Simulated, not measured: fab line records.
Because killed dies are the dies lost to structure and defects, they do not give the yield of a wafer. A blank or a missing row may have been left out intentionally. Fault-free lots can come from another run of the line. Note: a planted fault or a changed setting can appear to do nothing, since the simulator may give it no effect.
Comparing a struck lot with a sound one -- flow n5 finfet -- 37 steps out of a route of 1938
Sound: the wafers L196.1, L196.4, L196.6. Struck: wafers L203.2, L203.3, L203.6. At the end, the cause is stated.
Per side, at each step with rows, come the tool, then ch with its chambers, and then its first start. Under that, the readings that differ: sound wafers -- struck wafers -- difference of the means -- sigmas: that difference in standard deviations of wafers without a fault.
alike: a reading whose means differ by less than 2 such deviations, as well as words and numbers matching on both sides. not compared: withheld readings; readings where some wafer has no value; bounds like >300 that might hide an equal value; numbers whose values overlap and for which the record gives no deviation.
A row with sigmas, a row that says differs or no value, or rows on one side alone: a step with any of these is where the two part. Numbers that have no deviation but don't overlap get no sigmas and don't part them. A reading that every wafer of one side lacks parts them only if that side has two wafers or more.

first, 9 steps without rows for these wafers: N5_WELL_APT_COAT_19 (resist thk 950 nm); N5_WELL_APT_EBR_21; N5_WELL_APT_SOFTBAKE_20 (time 60 s); N5_WELL_APT_EXPOSE_22 (exposes mask PWELL, defocus 0 nm, target cd 200 nm); N5_WELL_APT_PEB_23 (peb time 90 s); N5_WELL_APT_DEVELOP_24 (develop time 45 s); N5_WELL_APT_HARDBAKE_29 (time 120 s); N5_WELL_APT_DESCUM_30 (chemistry O2, time 7.9 s); N5_WELL_APT_IMPLANT_31.
N5_WELL_APT_IMPLANT_32:
  sound on implanter-01 ch 0, day 2 21:34; struck on implanter-01 ch 0, day 4 15:20
reading,sound,struck,difference,sigmas
dose ions cm2,2e+13 1.9975e+13 2.0016e+13,1.976e+12 2.012e+12 1.971e+12,-1.801e+13,-99 or more
faraday current uA,265 248 259,25 26 26,-232,-45
then, 25 steps without rows for these wafers: N5_WELL_APT_STRIP_33 (strips in SPM, time 900 s); N5_WELL_APT_RTA_34 (time 10 s); N5_WELL_APT_OXIDE_STRIP_42 (strips SiO2 in dHF, time 45 s, target depth 12 nm); N5_WELL_APT_PRECLEAN_36 (cleans in O3/DIW, time 45 s); N5_WELL_APT_PRECLEAN_39 (cleans in dHF, time 60 s); N5_WELL_APT_SRD_37 (time 30 s); N5_WELL_APT_EPI_41 (deposits Si from SiH4/H2, target thk 50 nm, time 297.7 s); N5_PMOS_HMC_CHANNEL_EPI_HM_DEP_34 (deposits SiO2 from TEOS/O2, target thk 36 nm, time 6.9 s); N5_PMOS_HMC_CHANNEL_EPI_COAT_31 (time 60 s, resist thk 66 nm); N5_PMOS_HMC_CHANNEL_EPI_COAT_03 (resist thk 205 nm); N5_PMOS_HMC_CHANNEL_EPI_EBR_05; N5_PMOS_HMC_CHANNEL_EPI_SOFTBAKE_04 (time 60 s); N5_PMOS_HMC_CHANNEL_EPI_EXPOSE_06 (exposes mask PMOS HMC BLK, target cd 240 nm); N5_PMOS_HMC_CHANNEL_EPI_PEB_07 (peb time 60 s); N5_PMOS_HMC_CHANNEL_EPI_DEVELOP_08 (develop time 30 s); N5_PMOS_HMC_CHANNEL_EPI_DESCUM_14 (chemistry O2, time 7.9 s); N5_PMOS_HMC_CHANNEL_EPI_ETCH_32 (etches BARC in N2/H2, stops on SiO2, target depth 85.8 nm, time 50.3 s); N5_PMOS_HMC_CHANNEL_EPI_HM_OPEN_15 (chemistry CHF3/O2, target SiO2, target depth 40.6 nm, time 20.3 s); N5_PMOS_HMC_CHANNEL_EPI_STRIP_33 (strips in N2/H2); N5_PMOS_HMC_CHANNEL_EPI_STRIP_17 (strips in SPM, time 750 s); N5_PMOS_HMC_CHANNEL_EPI_ETCH_38 (etches SiO2 in CF4, target depth 1.5 nm); N5_PMOS_HMC_CHANNEL_EPI_FIN_RECESS_16 (chemistry HBr/Cl2, target Si, target depth 54 nm, time 18 s); N5_PMOS_HMC_CHANNEL_EPI_PRECLEAN_36 (cleans in O3/DIW, time 45 s); N5_PMOS_HMC_CHANNEL_EPI_PRECLEAN_18 (cleans in DHF, time 30 s); N5_PMOS_HMC_CHANNEL_EPI_SRD_19 (time 30 s).
-- a jump in the record: the struck wafers' starts before and after are 8 days apart (it breaks off in module PMOS_HMC_CHANNEL_EPI and resumes in module BEOL_M4, where the first step shown is number 1111 of the route) --
N5_BEOL_M4_RC_MEAS_101:
  sound on prober-02 ch 0, day 10 20:44; struck on prober-02 ch 0, day 12 07:17
reading,sound,struck,difference,sigmas
CJ_N,4.36 4.56 4.47,1.43 1.38 1.41,-3.06,-31
DIBL_N (mV/V),33.1 36.9 37.6,72.9 60.5 67.0,+30.9,+14
IOFF_N (nA/um),0.11 0.19 0.20,5.44 2.15 3.71,+3.60,+99 or more
IOFF_N_85C (nA/um),2.3 3.5 3.7,59.8 27.7 43.6,+40.5,+71
IOFF_N_LIN (nA/um),0.055 0.081 0.084,0.264 0.169 0.225,+0.146,+11
ION_N (uA/um),653 678 668,703 692 713,+36,+3
RS_PWELL (ohm/sq),3019 3008 3046,3201 3151 3162,+147,+6
SS_N (mV/dec),70.3 72.1 72.4,108.8 98.0 102.6,+31.5,+46
VT_N (mV),258 248 249,242 247 242,-8,-2
  alike: DIBL_P, IOFF_N_LONG, IOFF_P, ION_P, SS_P, VT_P
-- record jumps: 5 days separate the struck wafers' starts on either side; left off in module BEOL_M4, taken up again in module PASSIVATION, whose first shown step is the route's number 1936 --
N5_PASSIVATION_PROBE_49:
  record: rows for the struck wafers here (prober-01, day 16 21:38), none for the sound ones

## WHERE THEY PART
Earliest at N5_WELL_APT_IMPLANT_32; latest, in this record, at N5_PASSIVATION_PROBE_49.

WHY: what had been put in by the simulator
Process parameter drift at N5_WELL_APT_IMPLANT_32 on implanter-01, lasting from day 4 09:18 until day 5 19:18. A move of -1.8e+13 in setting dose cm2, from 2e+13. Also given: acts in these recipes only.
